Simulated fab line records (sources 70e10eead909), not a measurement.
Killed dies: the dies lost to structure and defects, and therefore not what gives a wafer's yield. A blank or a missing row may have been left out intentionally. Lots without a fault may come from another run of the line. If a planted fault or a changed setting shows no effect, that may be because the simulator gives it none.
Which tool was responsible?    flow nandHarc    12 lots (36 wafers sampled), 1 step of a 1302-step route

WHAT THE GAUGES SHOWED, per wafer
NHARC_A_SLIT_CD_MEAS_21.
lot   measured      on        cdNm (nm)
L730  day 21 15:37  cdSem-01  291.1 291.6 290.5
L733  day 22 02:21  cdSem-01  290.5 290.1 290.5
L732  day 22 02:44  cdSem-03  290.0 290.6 290.6
L740  day 25 02:47  cdSem-03  288.6 289.1 289.2
L741  day 25 09:04  cdSem-03  289.5 288.4 289.4
L743  day 26 04:28  cdSem-03  288.7 289.1 289.0
L742  day 26 04:31  cdSem-01  290.6 289.9 290.2
L744  day 27 10:51  cdSem-01  288.2 288.2 286.8
L746  day 28 00:21  cdSem-02  291.1 290.1 290.9
L749  day 29 09:05  cdSem-03  286.7 288.5 287.1
L751  day 29 12:50  cdSem-02  289.3 289.7 289.9
L750  day 30 02:43  cdSem-03  289.0 290.2 289.4

WHAT TOOL EACH LOT RAN ON (gives the tool, then ch and the chambers of the sampled wafers, and finally the start)
Before these readings, the record contains no process step.

WHAT THE TOOLS THEMSELVES READ (means of the sampled wafers that have a number; where no wafer has one, the mark that the record gives instead)
The record holds no such reading with a usual standard deviation.

THE ANSWER, worked out from the rows above alone
Rule: usual is defined by the lots themselves. The widest of any qualifying gaps counts: lots, ordered by their means at a reading, are off when they make up no more than a third of the lots, leave a main group of 4 or more, and stand apart from it by 3 or more times the standard deviation of that group's means. The tables above print the reading to a certain number of digits; a main group whose means all agree to those digits is not used. Also off: a lot with no number at a reading for which 4 or more lots have one. The other lots that the step has rows for count as sound. After the gauges, taken in route order, come the tools' own readings; for these a lot's mean is taken, as printed above. At the first step where some lot is off, the reading lying furthest off is the one used; lots without a number count as furthest.
Across all readings shown, no lot is off: no conclusion can be drawn from this.

WHAT THE SIMULATOR HAD INSERTED
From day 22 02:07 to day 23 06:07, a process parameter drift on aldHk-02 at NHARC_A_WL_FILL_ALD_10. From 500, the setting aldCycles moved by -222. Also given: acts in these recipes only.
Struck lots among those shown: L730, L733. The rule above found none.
